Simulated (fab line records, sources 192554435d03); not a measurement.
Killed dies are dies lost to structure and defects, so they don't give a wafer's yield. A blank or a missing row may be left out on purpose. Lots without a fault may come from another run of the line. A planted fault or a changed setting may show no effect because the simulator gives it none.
Which tool did it? | flow n5_finfet | 24 lots, 72 wafers sampled, at 6 steps of a route of 1938

WHAT THE GAUGES READ, wafer by wafer
N5_BEOL_M9_THK_MEAS_53: measures by xrf. Usual: M9_THK 141.6 nm, standard deviation 2.8.
lot  | measured     | on            | M9_THK (nm)       | flag
L076 | day 10 00:46 | film_metro-01 | 143.8 144.4 144.6 |
L074 | day 10 03:45 | film_metro-01 | 144.3 142.7 145.1 |
L077 | day 10 14:53 | film_metro-01 | 137.8 140.7 140.6 |
L075 | day 10 15:26 | film_metro-02 | 139.8 141.6 137.7 |
L078 | day 10 21:13 | film_metro-01 | 140.4 143.1 141.2 |
L079 | day 11 06:10 | film_metro-02 | 143.9 143.1 144.2 |
L082 | day 11 18:45 | film_metro-02 | 138.1 138.2 145.4 |
L081 | day 11 20:19 | film_metro-01 | 138.9 141.5 142.2 |
L083 | day 11 23:29 | film_metro-01 | 140.8 141.4 140.3 |
L080 | day 12 02:40 | film_metro-01 | 141.8 142.0 141.1 |
L084 | day 12 08:12 | film_metro-02 | 140.4 142.9 141.3 |
L085 | day 12 18:59 | film_metro-02 | 145.4 146.9 146.6 |
L086 | day 13 10:53 | film_metro-01 | 140.9 139.8 140.7 |
L087 | day 13 14:31 | film_metro-01 | 136.8 141.7 139.6 |
L088 | day 13 18:22 | film_metro-01 | 142.9 141.2 144.7 |
L090 | day 13 21:08 | film_metro-02 | 139.1 134.2 141.6 |
L091 | day 14 04:14 | film_metro-02 | 138.8 135.5 137.6 |
L089 | day 14 07:53 | film_metro-02 | 139.3 141.2 138.7 |
L092 | day 14 12:39 | film_metro-01 | 138.0 142.1 140.1 |
L094 | day 14 16:27 | film_metro-02 | 132.9 137.8 139.3 |
L093 | day 14 19:10 | film_metro-01 | 143.8 144.0 138.9 |
L095 | day 15 06:02 | film_metro-01 | 141.7 144.1 142.7 |
L096 | day 15 20:52 | film_metro-02 | 139.4 141.0 138.8 |
L097 | day 16 01:57 | film_metro-01 | 140.2 141.7 142.1 |

N5_BEOL_M10_OVL_MEAS_29. Usual: V9_OVL 0.1 nm, standard deviation 0.75.
lot  | measured     | on         | V9_OVL (nm)    | flag
L076 | day 10 03:35 | overlay-02 | 0.5 1.1 1.5    |
L074 | day 10 09:19 | overlay-02 | -0.1 -1.2 -1.0 |
L077 | day 10 20:10 | overlay-01 | 1.3 -0.1 -0.6  |
L075 | day 10 20:21 | overlay-02 | 1.3 -0.2 1.4   |
L078 | day 11 01:49 | overlay-02 | -0.5 0.0 -0.2  |
L079 | day 11 09:49 | overlay-02 | 0.1 0.7 0.9    |
L082 | day 11 23:13 | overlay-02 | 0.3 0.9 -0.8   |
L081 | day 11 23:52 | overlay-02 | 0.6 -0.1 0.6   |
L083 | day 12 03:39 | overlay-02 | 0.0 0.7 1.1    |
L080 | day 12 06:31 | overlay-01 | -0.8 0.4 0.2   |
L084 | day 12 12:52 | overlay-02 | -1.1 -1.6 -1.5 |
L085 | day 12 22:03 | overlay-01 | 0.0 0.2 0.3    |
L086 | day 13 16:08 | overlay-01 | 0.3 1.6 0.2    |
L087 | day 13 18:46 | overlay-02 | -0.5 -0.8 -1.0 |
L088 | day 13 22:07 | overlay-02 | 1.5 0.7 0.6    |
L090 | day 14 00:38 | overlay-01 | 0.3 0.2 0.3    |
L091 | day 14 09:19 | overlay-01 | -0.7 0.5 0.1   |
L089 | day 14 13:17 | overlay-01 | 0.4 -0.2 -0.5  |
L092 | day 14 17:54 | overlay-01 | 0.1 0.1 0.1    |
L094 | day 14 21:14 | overlay-02 | -0.6 -1.7 -1.6 |
L093 | day 14 23:11 | overlay-01 | 1.2 0.0 -0.2   |
L095 | day 15 14:31 | overlay-02 | 0.2 -0.2 -0.9  |
L096 | day 16 01:13 | overlay-01 | 1.3 1.1 0.2    |
L097 | day 16 06:53 | overlay-01 | 0.5 -0.8 -0.3  |

N5_BEOL_M11_THK_MEAS_01. Usual: M11_ILD_THK 269 nm, standard deviation 3.4.
lot  | measured     | on            | M11_ILD_THK (nm) | flag
L076 | day 10 09:10 | film_metro-02 | 260 262 269      |
L074 | day 10 13:51 | film_metro-01 | 266 268 276      |
L077 | day 11 01:34 | film_metro-01 | 265 272 279      |
L075 | day 11 01:53 | film_metro-01 | 266 269 270      |
L078 | day 11 05:32 | film_metro-01 | 269 270 268      |
L079 | day 11 14:05 | film_metro-02 | 268 269 270      |
L082 | day 12 03:56 | film_metro-02 | 274 270 266      |
L081 | day 12 05:29 | film_metro-02 | 264 270 269      |
L083 | day 12 08:41 | film_metro-02 | 264 266 272      |
L080 | day 12 12:52 | film_metro-01 | 271 272 271      |
L084 | day 12 17:46 | film_metro-01 | 265 266 270      |
L085 | day 13 01:26 | film_metro-02 | 266 267 271      |
L086 | day 13 21:03 | film_metro-01 | 266 269 268      |
L087 | day 14 00:05 | film_metro-02 | 264 263 272      |
L088 | day 14 02:16 | film_metro-01 | 270 270 273      |
L090 | day 14 04:40 | film_metro-01 | 268 269 274      |
L091 | day 14 13:21 | film_metro-01 | 269 262 264      |
L089 | day 14 17:17 | film_metro-02 | 264 268 273      |
L092 | day 14 23:08 | film_metro-01 | 267 269 270      |
L094 | day 15 01:56 | film_metro-02 | 270 265 272      |
L093 | day 15 05:14 | film_metro-02 | 267 270 269      |
L095 | day 15 18:16 | film_metro-01 | 265 270 275      |
L096 | day 16 06:02 | film_metro-02 | 271 273 270      |
L097 | day 16 11:20 | film_metro-02 | 266 272 271      |

WHICH TOOL RAN EACH LOT (tool, then ch and the chambers of the sampled wafers, then the start)
lot  | N5_BEOL_M10_ETCH_62                | N5_BEOL_M10_STRIP_67               | N5_BEOL_M10_HM_OPEN_17
L076 | rie_diel-04 ch 0,1,2, day 10 02:47 | rie_diel-04 ch 0,1,2, day 10 02:55 | rie_metal-03 ch 0,1, day 10 02:58
L074 | rie_diel-04 ch 0,1,3, day 10 08:33 | rie_diel-04 ch 0,1,3, day 10 08:42 | rie_metal-03 ch 0,1, day 10 08:44
L077 | rie_diel-02 ch 0,2,3, day 10 18:47 | rie_diel-02 ch 0,2,3, day 10 18:56 | rie_metal-03 ch 0,1, day 10 18:58
L075 | rie_diel-02 ch 0,3, day 10 19:38   | rie_diel-02 ch 0,3, day 10 19:47   | rie_metal-03 ch 0,1, day 10 19:52
L078 | rie_diel-04 ch 0,3, day 11 00:03   | rie_diel-04 ch 0,3, day 11 00:11   | rie_metal-01 ch 0,1, day 11 00:16
L079 | rie_diel-04 ch 0,1,3, day 11 08:15 | rie_diel-04 ch 0,1,3, day 11 08:23 | rie_metal-03 ch 0,1, day 11 08:26
L082 | rie_diel-04 ch 2,3, day 11 22:02   | rie_diel-04 ch 2,3, day 11 22:10   | rie_metal-03 ch 0,1, day 11 22:15
L081 | rie_diel-05 ch 0,3, day 11 22:59   | rie_diel-05 ch 0,3, day 11 23:08   | rie_metal-01 ch 1, day 11 23:10
L083 | rie_diel-05 ch 1,3, day 12 01:54   | rie_diel-05 ch 1,3, day 12 02:02   | rie_metal-01 ch 0,1, day 12 02:05
L080 | rie_diel-02 ch 0,2,3, day 12 04:46 | rie_diel-02 ch 0,2,3, day 12 04:54 | rie_metal-02 ch 0,1, day 12 04:57
L084 | rie_diel-05 ch 1,2,3, day 12 11:48 | rie_diel-05 ch 1,2,3, day 12 11:57 | rie_metal-03 ch 0,1, day 12 12:01
L085 | rie_diel-05 ch 0,2,3, day 12 21:02 | rie_diel-05 ch 0,2,3, day 12 21:10 | rie_metal-02 ch 1, day 12 21:13
L086 | rie_diel-02 ch 0,2,3, day 13 12:42 | rie_diel-02 ch 0,2,3, day 13 12:50 | rie_metal-01 ch 0,1, day 13 12:53
L087 | rie_diel-02 ch 0,2,3, day 13 16:50 | rie_diel-02 ch 0,2,3, day 13 16:59 | rie_metal-02 ch 0,1, day 13 17:02
L088 | rie_diel-05 ch 1,2, day 13 20:25   | rie_diel-05 ch 1,2, day 13 20:34   | rie_metal-03 ch 0,1, day 13 20:37
L090 | rie_diel-04 ch 0,1,2, day 13 23:53 | rie_diel-04 ch 0,1,2, day 14 00:02 | rie_metal-03 ch 0,1, day 14 00:06
L091 | rie_diel-05 ch 1,2, day 14 06:58   | rie_diel-05 ch 1,2, day 14 07:06   | rie_metal-03 ch 0,1, day 14 07:08
L089 | rie_diel-04 ch 1,2,3, day 14 11:16 | rie_diel-04 ch 1,2,3, day 14 11:24 | rie_metal-03 ch 0,1, day 14 11:29
L092 | rie_diel-02 ch 0,1,2, day 14 16:23 | rie_diel-02 ch 0,1,2, day 14 16:31 | rie_metal-03 ch 0,1, day 14 16:34
L094 | rie_diel-04 ch 0,1,3, day 14 19:11 | rie_diel-04 ch 0,1,3, day 14 19:20 | rie_metal-03 ch 0,1, day 14 19:26
L093 | rie_diel-04 ch 0,1,2, day 14 22:23 | rie_diel-04 ch 0,1,2, day 14 22:31 | rie_metal-03 ch 0,1, day 14 22:34
L095 | rie_diel-02 ch 0,1,3, day 15 09:10 | rie_diel-02 ch 0,1,3, day 15 09:19 | rie_metal-02 ch 0,1, day 15 09:21
L096 | rie_diel-05 ch 0,1,2, day 15 23:13 | rie_diel-05 ch 0,1,2, day 15 23:22 | rie_metal-03 ch 0,1, day 15 23:26
L097 | rie_diel-02 ch 1,3, day 16 04:39   | rie_diel-02 ch 1,3, day 16 04:47   | rie_metal-01 ch 0,1, day 16 04:50
- N5_BEOL_M10_ETCH_62: etches SOC in N2/H2, target depth 110 nm, overetch 22 nm, time 165 s.
- N5_BEOL_M10_STRIP_67: strips in CF4.
- N5_BEOL_M10_HM_OPEN_17: chemistry Cl2/BCl3, target TiN, target depth 20 nm, overetch 6 nm.

WHAT THE TOOLS THEMSELVES READ (means of the sampled wafers that have a number; where no wafer has one, the mark that the record gives instead)
N5_BEOL_M10_ETCH_62. Usual: drypump_motor_current_A 5.6 A, standard deviation 0.39; oes_product_au 0.67 a.u., standard deviation 0.062; rf_vpp_V 524.0 V, standard deviation 2.3; showerhead_plenum_p_Torr 2.55 Torr, standard deviation 0.084; throttle_valve_pct 17.75 %, standard deviation 0.2.
lot  | tool        | drypump_motor_current_A (A) | oes_product_au (a.u.) | rf_vpp_V (V) | showerhead_plenum_p_Torr (Torr) | throttle_valve_pct (%) | flag
L076 | rie_diel-04 | 5.7                         | 0.67                  | 524.1        | 2.56                            | 17.79                  |
L074 | rie_diel-04 | 5.4                         | 0.71                  | 525.1        | 2.58                            | 17.63                  |
L077 | rie_diel-02 | 5.8                         | 0.67                  | 522.3        | 2.48                            | 17.74                  |
L075 | rie_diel-02 | 5.4                         | 0.69                  | 522.8        | 2.53                            | 17.71                  |
L078 | rie_diel-04 | 5.3                         | 0.70                  | 526.8        | 2.64                            | 17.67                  |
L079 | rie_diel-04 | 5.4                         | 0.70                  | 523.8        | 2.58                            | 17.65                  |
L082 | rie_diel-04 | 5.4                         | 0.65                  | 526.1        | 2.64                            | 17.98                  |
L081 | rie_diel-05 | 5.7                         | 0.63                  | 523.9        | 2.56                            | 17.69                  |
L083 | rie_diel-05 | 5.6                         | 0.65                  | 522.8        | 2.49                            | 17.67                  |
L080 | rie_diel-02 | 5.8                         | 0.66                  | 522.3        | 2.48                            | 17.76                  |
L084 | rie_diel-05 | 5.6                         | 0.64                  | 523.2        | 2.53                            | 17.62                  |
L085 | rie_diel-05 | 5.7                         | 0.62                  | 524.5        | 2.59                            | 17.65                  |
L086 | rie_diel-02 | 5.8                         | 0.65                  | 522.0        | 2.47                            | 17.79                  |
L087 | rie_diel-02 | 5.8                         | 0.66                  | 522.5        | 2.47                            | 17.78                  |
L088 | rie_diel-05 | 5.5                         | 0.69                  | 523.3        | 2.53                            | 17.69                  |
L090 | rie_diel-04 | 5.7                         | 0.64                  | 523.0        | 2.54                            | 17.85                  |
L091 | rie_diel-05 | 5.5                         | 0.68                  | 523.6        | 2.53                            | 17.71                  |
L089 | rie_diel-04 | 5.4                         | 0.67                  | 524.3        | 2.60                            | 17.82                  |
L092 | rie_diel-02 | 5.8                         | 0.65                  | 523.5        | 2.51                            | 17.80                  |
L094 | rie_diel-04 | 5.4                         | 0.68                  | 524.2        | 2.56                            | 17.70                  |
L093 | rie_diel-04 | 5.7                         | 0.64                  | 523.9        | 2.54                            | 17.85                  |
L095 | rie_diel-02 | 5.4                         | 0.67                  | 523.1        | 2.53                            | 17.84                  |
L096 | rie_diel-05 | 5.6                         | 0.73                  | 525.4        | 2.59                            | 17.60                  |
L097 | rie_diel-02 | 5.4                         | 0.69                  | 524.4        | 2.55                            | 17.94                  |

N5_BEOL_M10_STRIP_67. Usual: cf4_flow_sccm 150.1 sccm, standard deviation 0.43; drypump_motor_current_A 5.6 A, standard deviation 0.39; oes_product_au 0.79 a.u., standard deviation 0.073; rf_vpp_V 271.0 V, standard deviation 1.4; showerhead_plenum_p_Torr 1.80 Torr, standard deviation 0.055; throttle_valve_pct 13.49 %, standard deviation 0.23.
lot  | tool        | cf4_flow_sccm (sccm) | drypump_motor_current_A (A) | oes_product_au (a.u.) | rf_vpp_V (V) | showerhead_plenum_p_Torr (Torr) | throttle_valve_pct (%) | flag
L076 | rie_diel-04 | 150.3                | 5.7                         | 0.79                  | 271.2        | 1.79                            | 13.44                  |
L074 | rie_diel-04 | 150.5                | 5.4                         | 0.84                  | 271.2        | 1.80                            | 13.25                  |
L077 | rie_diel-02 | 150.4                | 5.8                         | 0.79                  | 269.8        | 1.76                            | 13.53                  |
L075 | rie_diel-02 | 150.5                | 5.4                         | 0.80                  | 270.3        | 1.79                            | 13.51                  |
L078 | rie_diel-04 | 150.1                | 5.3                         | 0.82                  | 272.5        | 1.84                            | 13.32                  |
L079 | rie_diel-04 | 150.1                | 5.4                         | 0.83                  | 271.6        | 1.80                            | 13.27                  |
L082 | rie_diel-04 | 149.9                | 5.5                         | 0.77                  | 272.9        | 1.86                            | 13.62                  |
L081 | rie_diel-05 | 149.7                | 5.7                         | 0.74                  | 272.0        | 1.82                            | 13.65                  |
L083 | rie_diel-05 | 149.7                | 5.6                         | 0.76                  | 270.1        | 1.78                            | 13.60                  |
L080 | rie_diel-02 | 149.7                | 5.8                         | 0.78                  | 270.9        | 1.76                            | 13.57                  |
L084 | rie_diel-05 | 150.2                | 5.6                         | 0.75                  | 270.7        | 1.80                            | 13.52                  |
L085 | rie_diel-05 | 150.0                | 5.7                         | 0.72                  | 271.7        | 1.84                            | 13.56                  |
L086 | rie_diel-02 | 150.2                | 5.8                         | 0.77                  | 270.4        | 1.75                            | 13.59                  |
L087 | rie_diel-02 | 150.4                | 5.8                         | 0.77                  | 270.8        | 1.75                            | 13.59                  |
L088 | rie_diel-05 | 150.3                | 5.5                         | 0.81                  | 270.7        | 1.79                            | 13.47                  |
L090 | rie_diel-04 | 150.0                | 5.7                         | 0.76                  | 271.5        | 1.78                            | 13.51                  |
L091 | rie_diel-05 | 150.0                | 5.5                         | 0.80                  | 269.5        | 1.79                            | 13.48                  |
L089 | rie_diel-04 | 150.2                | 5.4                         | 0.79                  | 271.8        | 1.82                            | 13.40                  |
L092 | rie_diel-02 | 150.1                | 5.8                         | 0.77                  | 270.4        | 1.78                            | 13.57                  |
L094 | rie_diel-04 | 150.5                | 5.4                         | 0.80                  | 271.4        | 1.79                            | 13.34                  |
L093 | rie_diel-04 | 150.4                | 5.7                         | 0.75                  | 271.0        | 1.78                            | 13.53                  |
L095 | rie_diel-02 | 150.1                | 5.4                         | 0.79                  | 270.5        | 1.79                            | 13.62                  |
L096 | rie_diel-05 | 149.8                | 5.6                         | 0.86                  | 271.1        | 1.83                            | 13.37                  |
L097 | rie_diel-02 | 149.7                | 5.4                         | 0.82                  | 270.4        | 1.80                            | 13.63                  |

N5_BEOL_M10_HM_OPEN_17. Usual: drypump_motor_current_A 5.5 A, standard deviation 0.67; oes_product_au 0.69 a.u., standard deviation 0.041; throttle_valve_pct 21.98 %, standard deviation 0.16.
lot  | tool         | drypump_motor_current_A (A) | oes_product_au (a.u.) | throttle_valve_pct (%) | flag
L076 | rie_metal-03 | 5.7                         | 0.71                  | 21.93                  |
L074 | rie_metal-03 | 5.7                         | 0.70                  | 21.94                  |
L077 | rie_metal-03 | 5.7                         | 0.70                  | 21.94                  |
L075 | rie_metal-03 | 5.7                         | 0.70                  | 21.94                  |
L078 | rie_metal-01 | 5.4                         | 0.65                  | 22.19                  |
L079 | rie_metal-03 | 5.7                         | 0.69                  | 21.96                  |
L082 | rie_metal-03 | 5.7                         | 0.70                  | 21.94                  |
L081 | rie_metal-01 | 5.0                         | 0.62                  | 22.38                  |
L083 | rie_metal-01 | 5.4                         | 0.64                  | 22.18                  |
L080 | rie_metal-02 | 5.8                         | 0.67                  | 21.96                  |
L084 | rie_metal-03 | 5.7                         | 0.69                  | 21.95                  |
L085 | rie_metal-02 | 5.2                         | 0.72                  | 22.15                  |
L086 | rie_metal-01 | 5.7                         | 0.65                  | 22.02                  |
L087 | rie_metal-02 | 5.8                         | 0.67                  | 21.96                  |
L088 | rie_metal-03 | 5.7                         | 0.70                  | 21.95                  |
L090 | rie_metal-03 | 5.7                         | 0.69                  | 21.95                  |
L091 | rie_metal-03 | 5.2                         | 0.71                  | 21.91                  |
L089 | rie_metal-03 | 5.7                         | 0.69                  | 21.95                  |
L092 | rie_metal-03 | 5.2                         | 0.71                  | 21.91                  |
L094 | rie_metal-03 | 5.7                         | 0.69                  | 21.96                  |
L093 | rie_metal-03 | 5.2                         | 0.70                  | 21.92                  |
L095 | rie_metal-02 | 5.8                         | 0.64                  | 21.98                  |
L096 | rie_metal-03 | 5.2                         | 0.69                  | 21.93                  |
L097 | rie_metal-01 | 5.7                         | 0.64                  | 22.03                  |

THE ANSWER, worked out from the rows above alone
Rule: a lot is off if the mean of its wafers that have a number lies more than 3 standard deviations from the usual mean. A lot without any number at a reading at which 4 lots or more have one is off too. The other lots that the step has rows for count as sound. The gauges are gone through in route order, then the tools' own readings, and for those a lot's mean is taken as printed above. The first step at which some lot is off is used, and at that step the reading that is off furthest; a lot without a number counts as furthest.
No lot is off at any reading shown: from this, nothing can be told.

WHAT THE SIMULATOR HAD PUT IN
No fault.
